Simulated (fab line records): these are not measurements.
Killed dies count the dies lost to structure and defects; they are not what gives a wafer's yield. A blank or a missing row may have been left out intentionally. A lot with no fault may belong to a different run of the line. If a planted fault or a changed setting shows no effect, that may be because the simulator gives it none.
fab line records | flow n5_finfet
[record] lots = 24 wafers = 72 last_day = 20
route steps=1938 shown STI_FIN_REVEAL@204 DUMMY_GATE@231
lots untouched by any fault: they come from a run of this same line in which no faults occurred
start_h: the number of hours between the record's first day and the start of the first shown wafer of the lot | wait_h: hours elapsed since this lot's preceding step | " as in the row above | L1.1+2: a single row standing in for several wafers | - value missing, or start not given | * or withheld: withheld | < > ~ a bound
route shown NAME@n: names a module that has steps shown in the file, with the first one's number in the route | usual: mean/standard deviation taken from wafers without a fault | same: alike in all rows | chamber/n: place in a boat | sites: each site's reading | _std_site: standard deviation across them | _edge_site: inner sites' mean taken away from outer sites' mean | radius_mm: for every site, how far away it sits from the centre of the wafer | mask NAME#n: copy n | behind: the tool/chamber that last shaped the wafer | hold: what put the lot on hold/how long, in hours/how the hold closed | device: transistor that didn't switch, given as n, p or np | end of line: tests run on the same wafers once the route is complete | a step with no rows: only its recipe | killed: count of dies lost to structure and defects at first sort (not the wafer's yield) | map: dies across one wafer; x = killed, . = not, _ = none there
set.NAME: the run value of the setting; set.NAME@STEP: its run value at that earlier step | model.NAME: the simulator's own value behind a step, which no gauge read
a sample of lots followed through the steps of the route, with each step as a table and each wafer as a row
services: when a tool's chamber went out of use (start_h, in hours from the record's first day, below 0 if earlier), for how many hours, and the reason
[[steps]]
[step N5_STI_FIN_REVEAL_OXIDATION_33]
[recipe] chemistry = O2_PLASMA_REMOTE temp_c = 150 time_s = 20 pressure_mtorr = 1000 source_power_w = 2000 o2_flow_sccm = 3000
[usual] drypump_motor_current_A = 5.7/0.47 heater_power_w = 142/19 o2_flow_sccm = 2999/10
// columns lot.wafer tool chamber start_h wait_h drypump_motor_current_A heater_power_w o2_flow_sccm rf_hours_counter_h
L074.1 plasma_asher-02 0 36.55 0.0 6.0 166 2984 83
L074.3 " 1 " " 5.8 131 3011 -
L074.5 " 0 " " 6.0 168 2989 -
L075.1 plasma_asher-02 0 43.81 0.0 6.0 166 3006 86
L075.5 " 1 " " 5.8 132 3007 -
L075.6 " 0 " " 6.0 165 3002 -
L076.1 plasma_asher-01 1 52.39 0.0 4.9 146 2983 23
L076.3 " 1 " " 4.9 147 2980 -
L076.4 " 0 " " 6.1 120 2982 -
L077.2 plasma_asher-02 1 56.71 0.0 5.8 134 2997 91
L077.5 " 0 " " 6.0 169 2995 -
L077.6 " 1 " " 5.8 135 2994 -
L078.2 plasma_asher-02 0 61.39 0.0 6.0 171 2986 92
L078.3 " 1 " " 5.8 134 2978 -
L078.6 " 1 " " 5.8 133 2979 -
L079.1 plasma_asher-01 1 67.23 0.0 4.9 145 2990 26
L079.5 " 0 " " 6.1 118 2990 -
L079.6 " 1 " " 4.9 147 3007 -
L080.1 plasma_asher-01 0 84.45 0.0 6.1 116 3006 29
L080.4 " 1 " " 4.9 147 3002 -
L080.6 " 0 " " 6.1 118 2999 -
L081.4 plasma_asher-02 1 85.88 0.0 5.8 130 3003 -
L081.5 " 0 " " 6.0 169 2999 -
L081.6 " 1 " " 5.8 133 3002 -
L082.2 plasma_asher-01 1 87.45 0.0 4.9 149 2981 30
L082.3 " 0 " " 6.1 114 3012 -
L082.6 " 0 " " 6.1 119 3013 -
L083.1 plasma_asher-01 0 92.52 0.0 6.1 120 3002 31
L083.4 " 0 " " 6.1 118 3008 -
L083.5 " 0 " " 6.1 120 3006 -
L084.1 plasma_asher-02 1 98.96 0.0 5.8 134 2998 101
L084.3 " 1 " " 5.8 134 3006 -
L084.5 " 1 " " 5.8 132 2999 -
L085.4 plasma_asher-01 1 105.27 0.0 5.0 145 3002 -
L085.5 " 0 " " 6.1 118 3014 -
L085.6 " 1 " " 4.9 147 3003 -
L086.3 plasma_asher-02 1 110.32 0.0 5.8 133 3001 -
L086.4 " 0 " " 6.0 166 3002 -
L086.5 " 0 " " 5.9 169 2999 -
L087.2 plasma_asher-02 0 114.35 0.0 6.0 167 2993 104
L087.4 " 1 " " 5.8 134 3013 -
L087.6 " 0 " " 6.0 175 2991 -
L088.3 plasma_asher-02 0 120.28 0.0 6.1 171 2999 -
L088.5 " 1 " " 5.8 138 3001 -
L088.6 " 0 " " 6.0 168 3001 -
L089.2 plasma_asher-01 1 126.46 0.0 4.9 150 3005 34
L089.3 " 0 " " 6.1 115 2995 -
L089.5 " 0 " " 6.1 114 2982 -
L090.1 plasma_asher-01 0 134.43 0.0 6.1 115 2995 36
L090.4 " 0 " " 6.1 119 3000 -
L090.6 " 1 " " 4.9 147 3006 -
L091.1 plasma_asher-01 1 140.28 0.0 4.9 148 2991 37
L091.2 " 0 " " 6.1 117 2992 37
L091.6 " 0 " " 6.1 116 2993 -
L092.3 plasma_asher-01 0 144.96 0.0 6.1 114 2992 -
L092.5 " 0 " " 6.1 118 3004 -
L092.6 " 1 " " 4.9 149 3007 -
L093.1 plasma_asher-02 1 152.72 0.0 5.8 131 2991 112
L093.2 " 0 " " 6.1 162 3015 112
L093.4 " 0 " " 6.0 165 3011 -
L094.2 plasma_asher-01 1 156.38 0.0 4.9 150 2986 40
L094.3 " 0 " " 6.1 115 2995 -
L094.6 " 0 " " 6.1 115 3014 -
L095.2 plasma_asher-02 0 162.37 0.0 6.0 170 2994 114
L095.5 " 1 " " 5.8 131 2998 -
L095.6 " 0 " " 6.0 169 3004 -
L096.1 plasma_asher-01 1 170.07 0.0 4.9 149 2998 43
L096.2 " 0 " " 6.1 118 2999 43
L096.4 " 0 " " 6.1 116 2987 -
L097.2 plasma_asher-02 0 174.73 0.0 6.0 170 2996 117
L097.3 " 1 " " 5.8 134 3017 -
L097.5 " 0 " " 6.0 169 2997 -
[step N5_STI_FIN_REVEAL_INSPECT_13]
[recipe] inspect_instrument = darkfield mode = post_clean
[usual] raw_defect_count = 11/5.6
// columns lot.wafer tool chamber start_h wait_h raw_defect_count
L074.1 defect_inspect-02 - 36.84 0.0 10
L074.3 " - " " 19
L074.5 " - " " 14
L075.1 defect_inspect-01 - 44.09 0.0 23
L075.5 " - " " 15
L075.6 " - " " 16
L076.1 defect_inspect-01 - 52.67 0.0 7
L076.3 " - " " 8
L076.4 " - " " 17
L077.2 defect_inspect-02 - 57.00 0.0 17
L077.5 " - " " 8
L077.6 " - " " 16
L078.2 defect_inspect-02 - 61.72 0.0 18
L078.3 " - " " 13
L078.6 " - " " 11
L079.1 defect_inspect-01 - 67.52 0.0 22
L079.5 " - " " 14
L079.6 " - " " 9
L080.1 defect_inspect-02 - 84.73 0.0 9
L080.4 " - " " 6
L080.6 " - " " 7
L081.4 defect_inspect-01 - 86.14 0.0 10
L081.5 " - " " 8
L081.6 " - " " 6
L082.2 defect_inspect-02 - 87.73 0.0 8
L082.3 " - " " 11
L082.6 " - " " 10
L083.1 defect_inspect-01 - 92.80 0.0 4
L083.4 " - " " 3
L083.5 " - " " 10
L084.1 defect_inspect-01 - 99.24 0.0 16
L084.3 " - " " 12
L084.5 " - " " 20
L085.4 defect_inspect-02 - 105.54 0.0 14
L085.5 " - " " 12
L085.6 " - " " 4
L086.3 defect_inspect-02 - 110.58 0.0 17
L086.4 " - " " 8
L086.5 " - " " 9
L087.2 defect_inspect-01 - 114.63 0.0 11
L087.4 " - " " 4
L087.6 " - " " 13
L088.3 defect_inspect-02 - 120.55 0.0 7
L088.5 " - " " 14
L088.6 " - " " 15
L089.2 defect_inspect-02 - 126.74 0.0 14
L089.3 " - " " 13
L089.5 " - " " 20
L090.1 defect_inspect-02 - 134.71 0.0 3
L090.4 " - " " 5
L090.6 " - " " 6
L091.1 defect_inspect-01 - 140.56 0.0 17
L091.2 " - " " 11
L091.6 " - " " 8
L092.3 defect_inspect-01 - 145.22 0.0 14
L092.5 " - " " 10
L092.6 " - " " 14
L093.1 defect_inspect-01 - 153.00 0.0 13
L093.2 " - " " 8
L093.4 " - " " 6
L094.2 defect_inspect-01 - 156.67 0.0 20
L094.3 " - " " 12
L094.6 " - " " 25
L095.2 defect_inspect-02 - 162.66 0.0 7
L095.5 " - " " 7
L095.6 " - " " 8
L096.1 defect_inspect-01 - 170.35 0.0 19
L096.2 " - " " 19
L096.4 " - " " 15
L097.2 defect_inspect-02 - 175.06 0.0 10
L097.3 " - " " 9
L097.5 " - " " 16
[step N5_DUMMY_GATE_CD_MEAS_15]
[recipe] target_cd_nm = 25.8 landing_energy_ev = 500 detector = se_inlens
[usual] cd_nm = 24.97/0.22
// columns lot.wafer tool chamber start_h wait_h cd_nm
L074.1 cd_sem-02 0 46.44 - 25.07
L074.3 " 0 " " 25.03
L074.5 " 0 " " 25.34
L075.1 cd_sem-01 0 52.71 - 25.11
L075.5 " 0 " " 25.12
L075.6 " 0 " " 25.00
L076.1 cd_sem-02 0 61.14 - 25.50
L076.3 " 0 " " 25.39
L076.4 " 0 " " 24.95
L077.2 cd_sem-03 0 65.59 - 24.95
L077.5 " 0 " " 25.21
L077.6 " 0 " " 25.02
L078.2 cd_sem-03 0 70.38 - 24.74
L078.3 " 0 " " 24.90
L078.6 " 0 " " 25.24
L079.1 cd_sem-01 0 76.15 - 24.60
L079.5 " 0 " " 24.65
L079.6 " 0 " " 24.99
L081.4 cd_sem-02 0 96.85 - 25.20
L081.5 " 0 " " 25.21
L081.6 " 0 " " 25.10
L080.1 cd_sem-03 0 97.01 - 24.99
L080.4 " 0 " " 25.11
L080.6 " 0 " " 24.84
L082.2 cd_sem-03 0 98.69 - 25.01
L082.3 " 0 " " 24.53
L082.6 " 0 " " 24.93
L083.1 cd_sem-02 0 104.61 - 25.02
L083.4 " 0 " " 24.61
L083.5 " 0 " " 24.95
L084.1 cd_sem-03 0 108.07 - 25.29
L084.3 " 0 " " 25.18
L084.5 " 0 " " 24.80
L085.4 cd_sem-01 0 114.05 - 24.97
L085.5 " 0 " " 24.64
L085.6 " 0 " " 24.84
L086.3 cd_sem-02 0 119.07 - 24.89
L086.4 " 0 " " 25.27
L086.5 " 0 " " 25.14
L087.2 cd_sem-03 0 123.12 - 25.07
L087.4 " 0 " " 24.96
L087.6 " 0 " " 25.28
L088.3 cd_sem-01 0 129.65 - 25.20
L088.5 " 0 " " 24.86
L088.6 " 0 " " 24.71
L089.2 cd_sem-03 0 135.39 - 25.14
L089.3 " 0 " " 25.16
L089.5 " 0 " " 25.37
L090.1 cd_sem-02 0 143.30 - 24.59
L090.4 " 0 " " 24.44
L090.6 " 0 " " 24.67
L091.1 cd_sem-02 0 149.16 - 25.23
L091.2 " 0 " " 24.81
L091.6 " 0 " " 25.00
L092.3 cd_sem-03 0 153.69 - 25.26
L092.5 " 0 " " 24.87
L092.6 " 0 " " 25.03
L093.1 cd_sem-02 0 161.94 - 24.73
L093.2 " 0 " " 24.83
L093.4 " 0 " " 24.82
L094.2 cd_sem-03 0 167.33 - 24.51
L094.3 " 0 " " 24.88
L094.6 " 0 " " 25.34
L095.2 cd_sem-01 0 171.26 - 24.95
L095.5 " 0 " " 24.72
L095.6 " 0 " " 24.72
L096.1 cd_sem-02 0 179.03 - 24.69
L096.2 " 0 " " 24.80
L096.4 " 0 " " 25.30
L097.2 cd_sem-03 0 185.57 - 25.04
L097.3 " 0 " " 24.89
L097.5 " 0 " " 24.76
[step N5_DUMMY_GATE_ETCH_37]
[recipe] chemistry = N2/H2 target = SOC target_depth_a = 600 overetch_a = 300 temp_c = 40 ion_energy_ev = 200 pressure_mtorr = 30 source_w = 840 bias_w = 150 n2_flow_sccm = 200 h2_flow_sccm = 200
[usual] drypump_motor_current_A = 5.6/0.34 oes_product_au = 0.59/0.041 rf_vpp_V = 523.5/2.4 showerhead_plenum_p_Torr = 2.53/0.089 throttle_valve_pct = 18.0/0.32
// columns lot.wafer tool chamber start_h wait_h drypump_motor_current_A oes_product_au rf_hours_counter_h rf_vpp_V showerhead_plenum_p_Torr throttle_valve_pct
L074.1 rie_diel-06 2 46.76 0.0 6.1 0.58 182 521.4 2.43 17.8
L074.3 " 1 " " 5.6 0.55 232 523.3 2.51 18.2
L074.5 " 2 " " 6.1 0.57 - 520.0 2.43 17.8
L075.1 rie_diel-02 2 53.23 0.0 6.1 0.63 111 527.9 2.67 17.5
L075.5 " 3 " " 5.1 0.66 - 519.9 2.36 17.6
L075.6 " 0 " " 5.1 0.62 - 527.0 2.65 17.5
L076.1 rie_diel-05 2 61.55 0.0 5.2 0.63 112 522.3 2.46 18.4
L076.3 " 1 " " 5.4 0.61 116 524.5 2.56 17.6
L076.4 " 0 " " 5.9 0.56 - 524.6 2.52 18.2
L077.2 rie_diel-05 1 65.86 0.0 5.4 0.61 117 524.7 2.56 17.6
L077.5 " 2 " " 5.2 0.63 - 523.3 2.46 18.4
L077.6 " 1 " " 5.3 0.61 - 523.7 2.55 17.6
L078.2 rie_diel-02 2 70.88 0.0 6.1 0.62 116 526.8 2.67 17.5
L078.3 " 3 " " 5.2 0.66 80 520.3 2.36 17.6
L078.6 " 2 " " 6.1 0.62 - 526.5 2.67 17.5
L079.1 rie_diel-05 0 76.53 0.0 5.9 0.55 222 523.8 2.52 18.2
L079.5 " 1 " " 5.4 0.61 - 526.0 2.55 17.6
L079.6 " 0 " " 5.9 0.55 - 522.7 2.52 18.2
L081.4 rie_diel-02 2 97.13 0.0 6.1 0.62 123 525.9 2.67 17.5
L081.5 " 1 " " 5.9 0.54 - 525.4 2.61 18.1
L081.6 " 0 " " 5.1 0.61 - 526.3 2.65 17.5
L080.1 rie_diel-05 2 97.28 0.0 5.2 0.62 123 522.2 2.46 18.4
L080.4 " 0 " " 5.9 0.55 228 522.5 2.51 18.2
L080.6 " 2 " " 5.2 0.62 - 521.2 2.46 18.4
L082.2 rie_diel-02 2 99.14 0.0 6.1 0.61 124 526.6 2.66 17.6
L082.3 " 0 " " 5.1 0.61 156 525.8 2.65 17.5
L082.6 " 0 " " 5.1 0.60 - 525.6 2.65 17.5
L083.1 rie_diel-05 0 104.89 0.0 5.9 0.55 230 522.8 2.51 18.2
L083.4 " 2 " " 5.2 0.62 125 520.0 2.46 18.4
L083.5 " 3 " " 5.7 0.56 - 525.1 2.62 18.3
L084.1 rie_diel-06 0 108.35 0.0 5.9 0.59 170 519.5 2.43 18.1
L084.3 " 3 " " 5.7 0.56 199 523.1 2.52 18.2
L084.5 " 2 " " 6.1 0.56 - 520.1 2.42 17.8
L085.4 rie_diel-02 0 114.31 0.0 5.1 0.60 161 527.1 2.65 17.5
L085.5 " 0 " " 5.1 0.61 - 526.3 2.65 17.5
L085.6 " 1 " " 5.9 0.54 - 525.1 2.61 18.1
L086.3 rie_diel-05 3 119.34 0.0 5.7 0.56 225 525.8 2.62 18.3
L086.4 " 1 " " 5.4 0.60 132 524.4 2.55 17.6
L086.5 " 2 " " 5.2 0.61 - 520.9 2.46 18.4
L087.2 rie_diel-02 3 123.39 0.0 5.2 0.64 93 517.9 2.36 17.7
L087.4 " 0 " " 5.1 0.60 162 527.4 2.65 17.5
L087.6 " 3 " " 5.2 0.64 - 518.7 2.36 17.7
L088.3 rie_diel-05 3 129.92 0.0 5.7 0.55 228 525.7 2.62 18.3
L088.5 " 0 " " 5.9 0.55 - 522.9 2.51 18.2
L088.6 " 3 " " 5.7 0.56 - 527.4 2.62 18.3
L089.2 rie_diel-02 3 135.66 0.0 5.2 0.64 95 519.5 2.36 17.7
L089.3 " 2 " " 6.1 0.62 132 527.3 2.66 17.6
L089.5 " 3 " " 5.2 0.65 - 520.7 2.36 17.7
L090.1 rie_diel-05 1 143.62 0.0 5.3 0.59 138 523.7 2.55 17.7
L090.4 " 0 " " 5.8 0.55 239 522.2 2.51 18.2
L090.6 " 0 " " 5.8 0.55 - 522.6 2.51 18.2
L091.1 rie_diel-05 3 149.44 0.0 5.7 0.56 230 524.3 2.62 18.3
L091.2 " 2 " " 5.2 0.60 135 521.8 2.45 18.4
L091.6 " 2 " " 5.2 0.61 - 520.3 2.45 18.4
L092.3 rie_diel-06 1 153.96 0.0 5.6 0.76 5 522.2 2.50 17.9
L092.5 " 2 " " 6.1 0.56 - 519.3 2.41 17.8
L092.6 " 1 " " 5.6 0.75 - 522.9 2.50 17.9
L093.1 rie_diel-05 1 162.22 0.0 5.4 0.59 143 522.9 2.54 17.7
L093.2 " 3 " " 5.7 0.56 234 524.1 2.61 18.3
L093.4 " 2 " " 5.2 0.61 137 521.7 2.45 18.4
L094.2 rie_diel-05 0 167.60 0.0 5.9 0.55 246 524.7 2.51 18.2
L094.3 " 2 " " 5.2 0.60 139 521.2 2.45 18.4
L094.6 " 3 " " 5.7 0.55 - 525.4 2.61 18.3
L095.2 rie_diel-05 1 171.54 0.0 5.4 0.60 145 522.4 2.54 17.7
L095.5 " 2 " " 5.2 0.60 - 521.3 2.45 18.5
L095.6 " 3 " " 5.7 0.56 - 525.7 2.61 18.3
L096.1 rie_diel-05 1 179.31 0.0 5.4 0.59 148 523.3 2.54 17.7
L096.2 " 2 " " 5.2 0.60 143 520.5 2.45 18.4
L096.4 " 0 " " 5.9 0.54 250 523.1 2.50 18.2
L097.2 rie_diel-06 3 185.91 0.0 5.7 0.55 217 523.3 2.51 18.3
L097.3 " 1 " " 5.6 0.73 13 522.2 2.49 17.9
L097.5 " 0 " " 5.9 0.58 - 521.6 2.43 18.1
[step N5_DUMMY_GATE_ETCH_42]
[recipe] chemistry = CHF3/O2 target = SiO2 target_depth_a = 35 time_s = 31 ion_energy_ev = 30 bias_w = 12 pressure_mtorr = 30 source_w = 600 Ar_flow_sccm = 200 CHF3_flow_sccm = 50 O2_flow_sccm = 5
[usual] drypump_motor_current_A = 5.7/0.36 oes_f_703_au = 0.75/0.071 oes_product_au = 0.75/0.074 rf_vpp_V = 42.4/0.8 showerhead_plenum_p_Torr = 2.38/0.091 throttle_valve_pct = 18.84/0.26
// columns lot.wafer tool chamber start_h wait_h drypump_motor_current_A oes_f_703_au oes_product_au rf_hours_counter_h rf_vpp_V showerhead_plenum_p_Torr throttle_valve_pct
L074.1 rie_diel-06 1 47.53 0.0 5.6 0.69 0.68 232 41.3 2.38 19.14
L074.3 " 2 " " 6.1 0.72 0.71 183 41.8 2.30 18.67
L074.5 " 2 " " 6.1 0.72 0.71 - 42.6 2.30 18.68
L075.1 rie_diel-06 1 54.23 0.1 5.6 0.69 0.68 236 42.2 2.38 19.14
L075.5 " 2 " " 6.1 0.72 0.70 - 42.4 2.30 18.69
L075.6 " 1 " " 5.6 0.69 0.68 - 40.9 2.38 19.15
L076.1 rie_diel-06 0 62.32 0.0 5.9 0.75 0.75 157 41.2 2.32 18.97
L076.3 " 2 " " 6.1 0.71 0.71 190 42.7 2.30 18.69
L076.4 " 1 " " 5.6 0.68 0.67 - 42.7 2.37 19.15
L077.2 rie_diel-06 1 66.64 0.0 5.6 0.68 0.68 241 41.1 2.37 19.16
L077.5 " 0 " " 5.9 0.75 0.75 - 43.8 2.32 18.94
L077.6 " 2 " " 6.0 0.71 0.70 - 41.3 2.30 18.69
L078.2 rie_diel-05 1 71.65 0.0 5.3 0.78 0.77 119 41.9 2.41 18.61
L078.3 " 0 " " 5.8 0.70 0.71 221 42.6 2.40 19.16
L078.6 " 1 " " 5.3 0.78 0.77 - 41.8 2.41 18.60
L079.1 rie_diel-05 0 77.31 0.0 5.9 0.69 0.70 222 43.2 2.39 19.16
L079.5 " 1 " " 5.3 0.78 0.76 - 41.5 2.41 18.59
L079.6 " 0 " " 5.9 0.69 0.71 - 42.6 2.39 19.16
L081.4 rie_diel-05 1 98.20 0.1 5.4 0.78 0.77 127 42.9 2.41 18.61
L081.5 " 0 " " 5.8 0.68 0.69 - 43.5 2.39 19.17
L081.6 " 1 " " 5.3 0.78 0.76 - 42.7 2.41 18.61
L080.1 rie_diel-02 0 98.67 0.3 5.1 0.77 0.76 156 43.1 2.51 18.59
L080.4 " 2 " " 6.1 0.76 0.79 123 43.8 2.52 18.44
L080.6 " 1 " " 5.9 0.68 0.69 - 42.6 2.48 19.00
L082.2 rie_diel-02 0 100.03 0.0 5.1 0.77 0.76 157 42.4 2.51 18.57
L082.3 " 2 " " 6.1 0.76 0.78 124 43.0 2.52 18.43
L082.6 " 0 " " 5.1 0.77 0.76 - 43.0 2.51 18.59
L083.1 rie_diel-05 3 105.66 0.0 5.7 0.71 0.70 222 43.4 2.48 19.22
L083.4 " 2 " " 5.2 0.77 0.78 125 42.5 2.32 19.23
L083.5 " 2 " " 5.2 0.77 0.78 - 42.1 2.32 19.23
L084.1 rie_diel-02 1 109.21 0.1 5.8 0.69 0.68 245 43.0 2.47 19.00
L084.3 " 0 " " 5.1 0.76 0.75 159 43.3 2.51 18.57
L084.5 " 0 " " 5.1 0.77 0.76 - 44.1 2.51 18.59
L085.4 rie_diel-06 2 115.11 0.1 6.1 0.70 0.69 - 41.7 2.30 18.72
L085.5 " 3 " " 5.7 0.69 0.70 - 42.8 2.39 19.28
L085.6 " 0 " " 5.9 0.74 0.73 - 42.2 2.31 18.98
L086.3 rie_diel-02 2 120.11 0.0 6.1 0.76 0.77 130 44.0 2.52 18.44
L086.4 " 3 " " 5.1 0.81 0.82 93 42.7 2.24 18.72
L086.5 " 0 " " 5.1 0.76 0.76 - 41.3 2.51 18.59
L087.2 rie_diel-06 1 124.16 0.0 5.6 0.99 0.99 0 41.7 2.37 18.79
L087.4 " 2 " " 6.1 0.69 0.70 209 43.5 2.29 18.71
L087.6 " 1 " " 5.6 0.99 0.99 - 41.3 2.37 18.80
L088.3 rie_diel-06 2 130.69 0.0 6.1 0.70 0.69 210 42.9 2.29 18.74
L088.5 " 3 " " 5.7 0.69 0.70 - 42.6 2.39 19.29
L088.6 " 2 " " 6.1 0.70 0.69 - 42.0 2.29 18.72
L089.2 rie_diel-02 0 136.43 0.0 5.1 0.76 0.76 165 43.4 2.51 18.59
L089.3 " 3 " " 5.2 0.81 0.82 96 41.4 2.24 18.71
L089.5 " 3 " " 5.2 0.80 0.81 - 42.1 2.24 18.72
L090.1 rie_diel-02 2 144.56 0.0 6.1 0.75 0.78 135 42.3 2.52 18.45
L090.4 " 0 " " 5.1 0.76 0.76 - 43.3 2.51 18.60
L090.6 " 3 " " 5.1 0.80 0.81 - 42.9 2.24 18.71
L091.1 rie_diel-02 2 150.35 0.2 6.1 0.75 0.76 136 43.1 2.52 18.45
L091.2 " 0 " " 5.1 0.76 0.75 169 42.7 2.51 18.61
L091.6 " 0 " " 5.1 0.76 0.75 - 42.6 2.51 18.61
L092.3 rie_diel-02 0 154.73 0.0 5.1 0.75 0.75 171 42.1 2.51 18.60
L092.5 " 0 " " 5.1 0.76 0.76 - 43.3 2.51 18.61
L092.6 " 2 " " 6.1 0.75 0.77 - 43.0 2.52 18.45
L093.1 rie_diel-06 0 163.24 0.3 5.9 0.73 0.73 183 42.1 2.31 19.00
L093.2 " 3 " " 5.7 0.69 0.70 211 43.5 2.39 19.29
L093.4 " 2 " " 6.1 0.69 0.68 215 43.0 2.29 18.73
L094.2 rie_diel-06 0 168.37 0.0 5.9 0.73 0.73 185 42.4 2.31 18.99
L094.3 " 3 " " 5.7 0.69 0.70 213 42.0 2.39 19.30
L094.6 " 1 " " 5.6 0.94 0.96 - 42.5 2.37 18.82
L095.2 rie_diel-02 2 172.36 0.1 6.1 0.75 0.77 143 42.5 2.51 18.45
L095.5 " 3 " " 5.2 0.79 0.80 - 42.2 2.24 18.72
L095.6 " 2 " " 6.1 0.75 0.76 - 41.9 2.51 18.46
L096.1 rie_diel-06 3 180.34 0.2 5.7 0.69 0.69 216 43.2 2.39 19.31
L096.2 " 2 " " 6.1 0.69 0.68 221 42.1 2.29 18.74
L096.4 " 1 " " 5.6 0.93 0.94 12 40.5 2.37 18.83
L097.2 rie_diel-06 3 186.92 0.3 5.7 0.68 0.69 218 41.4 2.39 19.29
L097.3 " 2 " " 6.1 0.70 0.68 222 41.7 2.29 18.74
L097.5 " 1 " " 5.6 0.93 0.93 - 40.8 2.37 18.81
[step N5_DUMMY_GATE_INSPECT_27]
[recipe] inspect_instrument = brightfield mode = aei
[usual] raw_defect_count = 290/78
// columns lot.wafer tool chamber start_h wait_h raw_defect_count
L074.1 defect_inspect-01 - 47.76 0.0 262
L074.3 " - " " 277
L074.5 " - " " 217
L075.1 defect_inspect-02 - 54.46 0.0 246
L075.5 " - " " 266
L075.6 " - " " 258
L076.1 defect_inspect-01 - 62.56 0.0 459
L076.3 " - " " 253
L076.4 " - " " 352
L077.2 defect_inspect-02 - 66.87 0.0 278
L077.5 " - " " 289
L077.6 " - " " 282
L078.2 defect_inspect-01 - 71.90 0.0 284
L078.3 " - " " 282
L078.6 " - " " 260
L079.1 defect_inspect-02 - 77.54 0.0 282
L079.5 " - " " 287
L079.6 " - " " 297
L081.4 defect_inspect-01 - 98.43 0.0 268
L081.5 " - " " 317
L081.6 " - " " 356
L080.1 defect_inspect-02 - 98.91 0.0 221
L080.4 " - " " 228
L080.6 " - " " 197
L082.2 defect_inspect-02 - 100.28 0.0 340
L082.3 " - " " 256
L082.6 " - " " 230
L083.1 defect_inspect-01 - 105.90 0.0 468
L083.4 " - " " 286
L083.5 " - " " 381
L084.1 defect_inspect-02 - 109.45 0.0 675
L084.3 " - " " 423
L084.5 " - " " 485
L085.4 defect_inspect-02 - 115.32 0.0 227
L085.5 " - " " 177
L085.6 " - " " 162
L086.3 defect_inspect-01 - 120.35 0.0 228
L086.4 " - " " 222
L086.5 " - " " 226
L087.2 defect_inspect-01 - 124.40 0.0 228
L087.4 " - " " 268
L087.6 " - " " 335
L088.3 defect_inspect-01 - 130.93 0.0 254
L088.5 " - " " 284
L088.6 " - " " 320
L089.2 defect_inspect-02 - 136.67 0.0 212
L089.3 " - " " 342
L089.5 " - " " 260
L090.1 defect_inspect-01 - 144.80 0.0 353
L090.4 " - " " 231
L090.6 " - " " 266
L091.1 defect_inspect-02 - 150.59 0.0 267
L091.2 " - " " 222
L091.6 " - " " 291
L092.3 defect_inspect-02 - 154.97 0.0 315
L092.5 " - " " 329
L092.6 " - " " 291
L093.1 defect_inspect-02 - 163.47 0.0 306
L093.2 " - " " 263
L093.4 " - " " 325
L094.2 defect_inspect-01 - 168.61 0.0 310
L094.3 " - " " 254
L094.6 " - " " 350
L095.2 defect_inspect-01 - 172.59 0.0 278
L095.5 " - " " 338
L095.6 " - " " 344
L096.1 defect_inspect-01 - 180.57 0.0 285
L096.2 " - " " 269
L096.4 " - " " 243
L097.2 defect_inspect-02 - 187.15 0.0 297
L097.3 " - " " 339
L097.5 " - " " 347
[[services]]
// columns tool chamber start_h hours kind
plasma_asher-01 - 19.19 0.6 repair
rie_diel-05 - 19.38 0.3 repair
rie_diel-02 2 31.44 3.6 repair
rie_diel-06 3 33.70 42.8 repair
plasma_asher-01 - 37.17 13.2 repair
rie_diel-05 3 37.62 1.9 repair
rie_diel-05 1 55.03 3.1 repair
rie_diel-05 3 55.79 35.7 repair
plasma_asher-01 - 96.51 2.6 repair
rie_diel-06 1 97.19 - clean
rie_diel-06 1 97.19 - consumable_replace:focus_ring
rie_diel-06 1 97.19 17.4 scheduled_down
rie_diel-06 1 97.19 17.4 vent_cycle
rie_diel-06 1 114.94 7.7 repair
rie_diel-06 1 125.01 2.9 repair
rie_diel-02 1 128.96 - clean
rie_diel-02 1 128.96 - consumable_replace:focus_ring
rie_diel-02 1 128.96 27.2 scheduled_down
rie_diel-02 1 128.96 27.2 vent_cycle
rie_diel-05 3 137.84 4.4 repair
rie_diel-02 0 167.44 8.3 repair
rie_diel-05 - 180.15 0.6 repair
[[key]]
fault none
